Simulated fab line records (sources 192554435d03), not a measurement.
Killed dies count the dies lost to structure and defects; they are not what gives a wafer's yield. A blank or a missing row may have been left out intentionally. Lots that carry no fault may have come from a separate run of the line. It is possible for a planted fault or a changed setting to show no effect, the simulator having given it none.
fab line records	flow n5-finfet
record lots=24	wafers=72	last-day=19
route steps=1938 shown BEOL_M0@735 BEOL_M1@754
lots that met no fault: taken from a fault-free run of the same line
start-h: start of the lot's first displayed wafer, in hours after the record's first day	wait-h: hours since the lot's step before	" same as the row above	L1.1+2: one row covering several wafers at once	- value missing, or start not given	* or withheld: withheld	< > ~ a bound
route shown NAME@n: a module of which the file shows steps, and the number in the route of the first	usual: mean and standard deviation over wafers with no fault	same: alike in all rows	chamber/n: place in a boat	sites: readings site by site	_std_site: their standard deviation	_edge_site: outer sites' mean less inner sites'	radius-mm: how far each site lies from the wafer's centre	mask NAME#n: copy n	behind: the most recent tool/chamber to have shaped the wafer	hold: why the lot was held/for how many hours/how that ended	device: whichever transistor did not switch (one of n, p or np)	end of line: the route-end tests of the same wafers	a step given without rows: its recipe and nothing more	killed: not the wafer's yield, but the dies lost to structure and defects at the first sort	map: dies across one wafer; x = killed, . = not, _ = none there
set.NAME: the setting as run; set.NAME@STEP: as run at that earlier step	model.NAME: the simulator's own value behind a step, which no gauge read
a sample of lots followed through the steps of the route, with each step as a table and each wafer as a row
services: when a tool's chamber went out of use (start-h, in hours from the record's first day, below 0 if earlier), for how many hours, and the reason
## steps
# step N5_BEOL_M0_ANNEAL_117
# recipe temp-c=400	time-s=60	ambient=vacuum
# usual heater-power-w=836/71	susceptor_temp_C_max=401.0/0.5
lot.wafer	tool	chamber	start-h	wait-h	heater-power-w	susceptor_temp_C_max
L074.1	pvd-sputter-02	-	118.26	0.0	758	400.6
L074.2	"	-	"	"	797	401.3
L074.3	"	-	"	"	896	401.1
L075.1	pvd-sputter-01	-	124.66	0.0	804	401.6
L075.2	"	-	"	"	777	401.5
L075.5	"	-	"	"	826	402.0
L076.1	pvd-sputter-02	-	130.10	0.0	775	401.4
L076.2	"	-	"	"	792	400.6
L076.5	"	-	"	"	778	401.2
L077.1	pvd-sputter-01	-	132.28	0.0	797	401.8
L077.2	"	-	"	"	772	401.7
L077.5	"	-	"	"	770	401.7
L078.1	pvd-sputter-01	-	139.65	0.0	763	401.4
L078.3	"	-	"	"	822	401.7
L078.6	"	-	"	"	774	401.3
L079.2	pvd-sputter-03	-	147.56	0.0	789	401.1
L079.3	"	-	"	"	969	400.3
L079.6	"	-	"	"	858	400.9
L080.1	pvd-sputter-03	-	156.93	0.0	762	401.0
L080.2	"	-	"	"	859	400.6
L080.6	"	-	"	"	935	401.3
L081.2	pvd-sputter-01	-	164.19	0.0	817	401.6
L081.5	"	-	"	"	803	401.4
L081.6	"	-	"	"	802	401.0
L082.1	pvd-sputter-03	-	164.46	0.0	759	400.3
L082.2	"	-	"	"	976	400.5
L082.5	"	-	"	"	856	401.0
L083.1	pvd-sputter-02	-	169.89	0.0	798	400.1
L083.4	"	-	"	"	801	400.1
L083.6	"	-	"	"	783	401.4
L084.4	pvd-sputter-03	-	173.91	0.0	995	400.7
L084.5	"	-	"	"	979	400.7
L084.6	"	-	"	"	927	401.2
L085.2	pvd-sputter-02	-	179.19	0.0	911	401.7
L085.4	"	-	"	"	759	400.8
L085.5	"	-	"	"	769	400.5
L086.1	pvd-sputter-03	-	200.55	0.0	1007	400.3
L086.2	"	-	"	"	945	400.8
L086.6	"	-	"	"	986	400.2
L087.4	pvd-sputter-02	-	204.26	0.0	812	400.9
L087.5	"	-	"	"	903	401.7
L087.6	"	-	"	"	777	400.9
L089.1	pvd-sputter-03	-	206.17	0.0	1010	400.6
L089.5	"	-	"	"	931	401.4
L089.6	"	-	"	"	994	400.5
L088.1	pvd-sputter-01	-	212.47	0.0	772	401.8
L088.3	"	-	"	"	829	402.5
L088.5	"	-	"	"	817	402.0
L090.1	pvd-sputter-02	-	215.09	0.0	829	400.6
L090.2	"	-	"	"	757	400.9
L090.5	"	-	"	"	793	400.6
L091.2	pvd-sputter-02	-	221.63	0.0	804	400.8
L091.3	"	-	"	"	898	401.1
L091.4	"	-	"	"	783	401.1
L092.1	pvd-sputter-01	-	228.49	0.0	751	402.0
L092.2	"	-	"	"	810	401.6
L092.6	"	-	"	"	779	402.0
L093.3	pvd-sputter-03	-	237.84	0.0	782	400.1
L093.5	"	-	"	"	929	401.0
L093.6	"	-	"	"	974	400.8
L094.1	pvd-sputter-02	-	240.19	0.0	897	401.2
L094.4	"	-	"	"	798	401.3
L094.5	"	-	"	"	765	401.0
L095.2	pvd-sputter-02	-	251.55	0.0	801	400.8
L095.3	"	-	"	"	896	401.2
L095.6	"	-	"	"	783	401.3
L096.2	pvd-sputter-02	-	254.20	0.0	791	400.5
L096.5	"	-	"	"	915	401.6
L096.6	"	-	"	"	806	400.8
L097.1	pvd-sputter-02	-	255.78	0.0	780	401.3
L097.3	"	-	"	"	899	401.5
L097.6	"	-	"	"	781	400.9
# step N5_BEOL_M0_SPUTTER_132
# recipe material=Cu	target-thk-a=40	temp-c=-20	chamber-pressure-pa=0.07	power-w=withheld	time-s=7.37
# usual throttle-valve-pct=30.3/1.3
lot.wafer	tool	chamber	start-h	wait-h	throttle-valve-pct
L074.1	pvd-sputter-02	-	118.30	0.0	30.0
L074.2	"	-	"	"	31.5
L074.3	"	-	"	"	29.8
L075.1	pvd-sputter-01	-	124.70	0.0	31.3
L075.2	"	-	"	"	30.8
L075.5	"	-	"	"	31.2
L076.1	pvd-sputter-02	-	130.14	0.0	30.0
L076.2	"	-	"	"	32.2
L076.5	"	-	"	"	30.1
L077.1	pvd-sputter-01	-	132.32	0.0	31.0
L077.2	"	-	"	"	31.1
L077.5	"	-	"	"	31.1
L078.1	pvd-sputter-01	-	139.69	0.0	30.9
L078.3	"	-	"	"	31.3
L078.6	"	-	"	"	31.0
L079.2	pvd-sputter-03	-	147.60	0.0	29.0
L079.3	"	-	"	"	27.6
L079.6	"	-	"	"	30.4
L080.1	pvd-sputter-03	-	156.97	0.0	28.7
L080.2	"	-	"	"	30.4
L080.6	"	-	"	"	29.4
L081.2	pvd-sputter-01	-	164.23	0.0	31.5
L081.5	"	-	"	"	31.1
L081.6	"	-	"	"	32.3
L082.1	pvd-sputter-03	-	164.50	0.0	28.7
L082.2	"	-	"	"	27.5
L082.5	"	-	"	"	30.5
L083.1	pvd-sputter-02	-	169.93	0.0	30.8
L083.4	"	-	"	"	30.6
L083.6	"	-	"	"	31.8
L084.4	pvd-sputter-03	-	173.95	0.0	27.5
L084.5	"	-	"	"	27.5
L084.6	"	-	"	"	29.6
L085.2	pvd-sputter-02	-	179.23	0.0	30.0
L085.4	"	-	"	"	29.9
L085.5	"	-	"	"	30.0
L086.1	pvd-sputter-03	-	200.59	0.0	27.8
L086.2	"	-	"	"	29.4
L086.6	"	-	"	"	27.6
L087.4	pvd-sputter-02	-	204.30	0.0	31.9
L087.5	"	-	"	"	29.8
L087.6	"	-	"	"	30.0
L089.1	pvd-sputter-03	-	206.21	0.0	27.5
L089.5	"	-	"	"	29.5
L089.6	"	-	"	"	27.5
L088.1	pvd-sputter-01	-	212.51	0.0	31.0
L088.3	"	-	"	"	31.4
L088.5	"	-	"	"	31.3
L090.1	pvd-sputter-02	-	215.13	0.0	30.6
L090.2	"	-	"	"	30.2
L090.5	"	-	"	"	30.7
L091.2	pvd-sputter-02	-	221.67	0.0	30.4
L091.3	"	-	"	"	30.1
L091.4	"	-	"	"	31.6
L092.1	pvd-sputter-01	-	228.53	0.0	31.0
L092.2	"	-	"	"	31.1
L092.6	"	-	"	"	31.3
L093.3	pvd-sputter-03	-	237.88	0.0	29.1
L093.5	"	-	"	"	29.4
L093.6	"	-	"	"	27.3
L094.1	pvd-sputter-02	-	240.23	0.0	29.9
L094.4	"	-	"	"	31.8
L094.5	"	-	"	"	30.0
L095.2	pvd-sputter-02	-	251.59	0.0	31.5
L095.3	"	-	"	"	29.9
L095.6	"	-	"	"	31.9
L096.2	pvd-sputter-02	-	254.24	0.0	30.7
L096.5	"	-	"	"	29.7
L096.6	"	-	"	"	30.6
L097.1	pvd-sputter-02	-	255.82	0.0	31.5
L097.3	"	-	"	"	30.2
L097.6	"	-	"	"	32.0
# step N5_BEOL_M0_SPUTTER_134
# recipe material=Cu	target-thk-a=40	temp-c=-20	chamber-pressure-pa=0.07	power-w=withheld	time-s=7.37
# usual throttle-valve-pct=30.3/1.3
lot.wafer	tool	chamber	start-h	wait-h	throttle-valve-pct
L074.1	pvd-sputter-02	-	118.42	0.0	30.3
L074.2	"	-	"	"	31.8
L074.3	"	-	"	"	29.8
L075.1	pvd-sputter-01	-	124.82	0.0	31.6
L075.2	"	-	"	"	31.3
L075.5	"	-	"	"	31.4
L076.1	pvd-sputter-02	-	130.26	0.0	30.2
L076.2	"	-	"	"	31.7
L076.5	"	-	"	"	29.8
L077.1	pvd-sputter-01	-	132.44	0.0	31.1
L077.2	"	-	"	"	30.8
L077.5	"	-	"	"	30.9
L078.1	pvd-sputter-01	-	139.81	0.0	30.9
L078.3	"	-	"	"	31.1
L078.6	"	-	"	"	30.9
L079.2	pvd-sputter-03	-	147.72	0.0	29.1
L079.3	"	-	"	"	27.4
L079.6	"	-	"	"	30.3
L080.1	pvd-sputter-03	-	157.09	0.0	28.8
L080.2	"	-	"	"	30.3
L080.6	"	-	"	"	29.3
L081.2	pvd-sputter-01	-	164.35	0.0	31.2
L081.5	"	-	"	"	31.1
L081.6	"	-	"	"	32.4
L082.1	pvd-sputter-03	-	164.62	0.0	28.8
L082.2	"	-	"	"	27.7
L082.5	"	-	"	"	30.2
L083.1	pvd-sputter-02	-	170.05	0.0	30.6
L083.4	"	-	"	"	30.5
L083.6	"	-	"	"	32.1
L084.4	pvd-sputter-03	-	174.07	0.0	27.6
L084.5	"	-	"	"	27.5
L084.6	"	-	"	"	29.3
L085.2	pvd-sputter-02	-	179.35	0.0	29.9
L085.4	"	-	"	"	30.1
L085.5	"	-	"	"	29.9
L086.1	pvd-sputter-03	-	200.71	0.0	27.3
L086.2	"	-	"	"	29.5
L086.6	"	-	"	"	27.3
L087.4	pvd-sputter-02	-	204.42	0.0	31.7
L087.5	"	-	"	"	29.8
L087.6	"	-	"	"	29.9
L089.1	pvd-sputter-03	-	206.33	0.0	27.6
L089.5	"	-	"	"	29.2
L089.6	"	-	"	"	27.4
L088.1	pvd-sputter-01	-	212.63	0.0	31.1
L088.3	"	-	"	"	31.5
L088.5	"	-	"	"	31.5
L090.1	pvd-sputter-02	-	215.25	0.0	30.5
L090.2	"	-	"	"	29.9
L090.5	"	-	"	"	30.2
L091.2	pvd-sputter-02	-	221.79	0.0	30.8
L091.3	"	-	"	"	29.9
L091.4	"	-	"	"	31.9
L092.1	pvd-sputter-01	-	228.65	0.0	31.3
L092.2	"	-	"	"	31.4
L092.6	"	-	"	"	30.9
L093.3	pvd-sputter-03	-	238.00	0.0	28.7
L093.5	"	-	"	"	29.0
L093.6	"	-	"	"	27.4
L094.1	pvd-sputter-02	-	240.35	0.0	30.0
L094.4	"	-	"	"	31.8
L094.5	"	-	"	"	30.0
L095.2	pvd-sputter-02	-	251.71	0.0	31.9
L095.3	"	-	"	"	30.2
L095.6	"	-	"	"	31.7
L096.2	pvd-sputter-02	-	254.36	0.0	30.6
L096.5	"	-	"	"	30.0
L096.6	"	-	"	"	30.6
L097.1	pvd-sputter-02	-	255.94	0.0	31.9
L097.3	"	-	"	"	30.4
L097.6	"	-	"	"	31.9
# step N5_BEOL_M0_ANNEAL_135
# recipe temp-c=400	time-s=60	ambient=vacuum
# usual heater-power-w=837/73	susceptor_temp_C_max=401.0/0.47
lot.wafer	tool	chamber	start-h	wait-h	heater-power-w	susceptor_temp_C_max
L074.1	pvd-sputter-02	-	118.50	0.0	785	400.9
L074.2	"	-	"	"	762	400.9
L074.3	"	-	"	"	888	401.4
L075.1	pvd-sputter-01	-	124.90	0.0	823	402.0
L075.2	"	-	"	"	803	401.5
L075.5	"	-	"	"	808	401.4
L076.1	pvd-sputter-02	-	130.34	0.0	759	400.7
L076.2	"	-	"	"	790	402.3
L076.5	"	-	"	"	785	400.7
L077.1	pvd-sputter-01	-	132.52	0.0	765	401.2
L077.2	"	-	"	"	756	401.6
L077.5	"	-	"	"	765	401.6
L078.1	pvd-sputter-01	-	139.89	0.0	772	401.1
L078.3	"	-	"	"	820	401.8
L078.6	"	-	"	"	789	401.2
L079.2	pvd-sputter-03	-	147.80	0.0	756	400.8
L079.3	"	-	"	"	971	400.7
L079.6	"	-	"	"	848	400.5
L080.1	pvd-sputter-03	-	157.17	0.0	760	400.7
L080.2	"	-	"	"	858	400.6
L080.6	"	-	"	"	964	401.1
L081.2	pvd-sputter-01	-	164.43	0.0	815	401.4
L081.5	"	-	"	"	791	401.0
L081.6	"	-	"	"	818	401.4
L082.1	pvd-sputter-03	-	164.70	0.0	790	401.1
L082.2	"	-	"	"	984	400.7
L082.5	"	-	"	"	875	400.5
L083.1	pvd-sputter-02	-	170.13	0.0	793	400.4
L083.4	"	-	"	"	794	400.6
L083.6	"	-	"	"	806	401.6
L084.4	pvd-sputter-03	-	174.15	0.0	1001	401.1
L084.5	"	-	"	"	977	400.8
L084.6	"	-	"	"	938	401.1
L085.2	pvd-sputter-02	-	179.43	0.0	911	401.1
L085.4	"	-	"	"	771	400.7
L085.5	"	-	"	"	767	400.4
L086.1	pvd-sputter-03	-	200.79	0.0	985	400.1
L086.2	"	-	"	"	948	400.9
L086.6	"	-	"	"	966	400.6
L087.4	pvd-sputter-02	-	204.50	0.0	783	401.4
L087.5	"	-	"	"	893	400.8
L087.6	"	-	"	"	770	401.1
L089.1	pvd-sputter-03	-	206.41	0.0	1013	400.4
L089.5	"	-	"	"	935	401.0
L089.6	"	-	"	"	1011	400.5
L088.1	pvd-sputter-01	-	212.71	0.0	769	402.2
L088.3	"	-	"	"	830	402.1
L088.5	"	-	"	"	834	401.3
L090.1	pvd-sputter-02	-	215.33	0.0	794	400.5
L090.2	"	-	"	"	774	401.1
L090.5	"	-	"	"	806	400.4
L091.2	pvd-sputter-02	-	221.87	0.0	808	400.3
L091.3	"	-	"	"	901	401.1
L091.4	"	-	"	"	777	401.4
L092.1	pvd-sputter-01	-	228.73	0.0	761	401.6
L092.2	"	-	"	"	830	401.3
L092.6	"	-	"	"	760	402.1
L093.3	pvd-sputter-03	-	238.08	0.0	790	401.0
L093.5	"	-	"	"	915	400.7
L093.6	"	-	"	"	1004	400.6
L094.1	pvd-sputter-02	-	240.43	0.0	892	401.3
L094.4	"	-	"	"	794	401.3
L094.5	"	-	"	"	761	400.8
L095.2	pvd-sputter-02	-	251.79	0.0	798	401.2
L095.3	"	-	"	"	886	401.3
L095.6	"	-	"	"	775	401.7
L096.2	pvd-sputter-02	-	254.44	0.0	792	400.5
L096.5	"	-	"	"	902	401.5
L096.6	"	-	"	"	803	400.4
L097.1	pvd-sputter-02	-	256.02	0.0	777	401.3
L097.3	"	-	"	"	903	401.6
L097.6	"	-	"	"	783	401.2
# step N5_BEOL_M1_HM_DEP_02
# recipe material=TiN	target-thk-a=200	temp-c=25	chamber-pressure-pa=0.49996
# usual throttle-valve-pct=30.4/1.2
lot.wafer	tool	chamber	start-h	wait-h	throttle-valve-pct
L074.1	pvd-sputter-03	-	123.39	1.9	29.3
L074.2	"	-	"	"	27.3
L074.3	"	-	"	"	30.5
L075.1	pvd-sputter-02	-	129.13	0.5	29.9
L075.2	"	-	"	"	30.3
L075.5	"	-	"	"	31.6
L076.1	pvd-sputter-03	-	136.90	3.2	30.3
L076.2	"	-	"	"	29.6
L076.5	"	-	"	"	27.4
L077.1	pvd-sputter-02	-	137.22	1.2	30.0
L077.2	"	-	"	"	30.1
L077.5	"	-	"	"	29.8
L078.1	pvd-sputter-02	-	144.93	0.9	30.6
L078.3	"	-	"	"	30.1
L078.6	"	-	"	"	30.7
L079.2	pvd-sputter-01	-	150.35	0.8	31.4
L079.3	"	-	"	"	31.3
L079.6	"	-	"	"	32.4
L080.1	pvd-sputter-01	-	163.68	0.2	31.5
L080.2	"	-	"	"	32.4
L080.6	"	-	"	"	30.9
L081.2	pvd-sputter-02	-	171.02	0.0	31.8
L081.5	"	-	"	"	30.3
L081.6	"	-	"	"	30.5
L082.1	pvd-sputter-03	-	172.48	0.0	29.2
L082.2	"	-	"	"	28.8
L082.5	"	-	"	"	28.8
L083.1	pvd-sputter-02	-	176.52	1.8	29.9
L083.4	"	-	"	"	30.1
L083.6	"	-	"	"	31.6
L084.4	pvd-sputter-02	-	180.13	0.0	29.6
L084.5	"	-	"	"	30.0
L084.6	"	-	"	"	30.4
L085.2	pvd-sputter-02	-	184.05	0.6	29.8
L085.4	"	-	"	"	31.7
L085.5	"	-	"	"	31.7
L086.1	pvd-sputter-02	-	202.12	0.1	30.0
L086.2	"	-	"	"	30.4
L086.6	"	-	"	"	30.2
L087.4	pvd-sputter-03	-	206.79	0.9	28.9
L087.5	"	-	"	"	30.2
L087.6	"	-	"	"	29.1
L089.1	pvd-sputter-01	-	209.27	1.6	32.4
L089.5	"	-	"	"	31.2
L089.6	"	-	"	"	31.4
L088.1	pvd-sputter-02	-	215.71	1.5	30.1
L088.3	"	-	"	"	31.8
L088.5	"	-	"	"	29.7
L090.1	pvd-sputter-03	-	216.77	0.2	29.0
L090.2	"	-	"	"	30.3
L090.5	"	-	"	"	29.4
L091.2	pvd-sputter-03	-	224.42	1.2	30.3
L091.3	"	-	"	"	27.6
L091.4	"	-	"	"	29.5
L092.1	pvd-sputter-03	-	231.36	1.3	29.0
L092.2	"	-	"	"	27.4
L092.6	"	-	"	"	27.8
L093.3	pvd-sputter-01	-	239.97	0.4	31.3
L093.5	"	-	"	"	31.0
L093.6	"	-	"	"	31.4
L094.1	pvd-sputter-01	-	242.63	0.9	32.5
L094.4	"	-	"	"	31.1
L094.5	"	-	"	"	32.4
L095.2	pvd-sputter-02	-	253.68	0.5	30.3
L095.3	"	-	"	"	30.0
L095.6	"	-	"	"	32.0
L096.2	pvd-sputter-02	-	256.24	0.5	31.9
L096.5	"	-	"	"	29.8
L096.6	"	-	"	"	29.8
L097.1	pvd-sputter-01	-	259.27	2.0	32.4
L097.3	"	-	"	"	31.0
L097.6	"	-	"	"	32.4
# step N5_BEOL_M1_OVL_MEAS_12
# recipe points-per-wafer=522
# usual M1_OVL=-0.1/0.68
# same points-per-wafer=522
lot.wafer	tool	chamber	start-h	wait-h	M1_OVL[nm]
L074.1	overlay-02	0	123.94	0.0	0.1
L074.2	"	0	"	"	-0.3
L074.3	"	0	"	"	-0.4
L075.1	overlay-02	0	129.68	0.0	-0.5
L075.2	"	0	"	"	-0.3
L075.5	"	0	"	"	-0.2
L076.1	overlay-02	0	137.44	0.0	-0.4
L076.2	"	0	"	"	-1.4
L076.5	"	0	"	"	-0.4
L077.1	overlay-02	0	137.64	0.0	1.8
L077.2	"	0	"	"	0.3
L077.5	"	0	"	"	-0.1
L078.1	overlay-02	0	145.47	0.0	-0.5
L078.3	"	0	"	"	-0.6
L078.6	"	0	"	"	0.1
L079.2	overlay-01	0	150.77	0.0	0.8
L079.3	"	0	"	"	0.0
L079.6	"	0	"	"	0.9
L080.1	overlay-01	0	164.24	0.0	-0.3
L080.2	"	0	"	"	-0.7
L080.6	"	0	"	"	-0.1
L081.2	overlay-02	0	171.57	0.0	1.2
L081.5	"	0	"	"	1.1
L081.6	"	0	"	"	1.5
L082.1	overlay-02	0	173.02	0.0	-0.9
L082.2	"	0	"	"	0.6
L082.5	"	0	"	"	-0.2
L083.1	overlay-02	0	176.94	0.0	0.7
L083.4	"	0	"	"	0.0
L083.6	"	0	"	"	0.3
L084.4	overlay-01	0	180.56	0.0	-0.1
L084.5	"	0	"	"	0.0
L084.6	"	0	"	"	0.7
L085.2	overlay-01	0	184.61	0.0	1.0
L085.4	"	0	"	"	0.4
L085.5	"	0	"	"	0.7
L086.1	overlay-02	0	202.54	0.0	0.5
L086.2	"	0	"	"	-0.3
L086.6	"	0	"	"	0.6
L087.4	overlay-02	0	207.23	0.0	0.1
L087.5	"	0	"	"	0.4
L087.6	"	0	"	"	-0.7
L089.1	overlay-02	0	209.81	0.0	1.5
L089.5	"	0	"	"	-0.1
L089.6	"	0	"	"	-0.6
L088.1	overlay-02	0	216.12	0.0	0.3
L088.3	"	0	"	"	-0.4
L088.5	"	0	"	"	-0.3
L090.1	overlay-02	0	217.19	0.0	-1.4
L090.2	"	0	"	"	-1.3
L090.5	"	0	"	"	-1.1
L091.2	overlay-01	0	224.97	0.0	-0.9
L091.3	"	0	"	"	-0.8
L091.4	"	0	"	"	0.0
L092.1	overlay-01	0	231.91	0.0	0.4
L092.2	"	0	"	"	-0.2
L092.6	"	0	"	"	0.4
L093.3	overlay-01	0	240.40	0.0	0.0
L093.5	"	0	"	"	-0.9
L093.6	"	0	"	"	-0.4
L094.1	overlay-01	0	243.25	0.0	0.5
L094.4	"	0	"	"	0.1
L094.5	"	0	"	"	0.2
L095.2	overlay-01	0	254.11	0.0	-0.6
L095.3	"	0	"	"	-0.8
L095.6	"	0	"	"	-0.2
L096.2	overlay-01	0	256.67	0.0	-0.7
L096.5	"	0	"	"	-0.8
L096.6	"	0	"	"	-1.0
L097.1	overlay-01	0	259.69	0.0	0.1
L097.3	"	0	"	"	-0.6
L097.6	"	0	"	"	-0.6
## services
tool	chamber	start-h	hours	kind
pvd-sputter-03	-	133.80	2.7	repair
## key
fault none
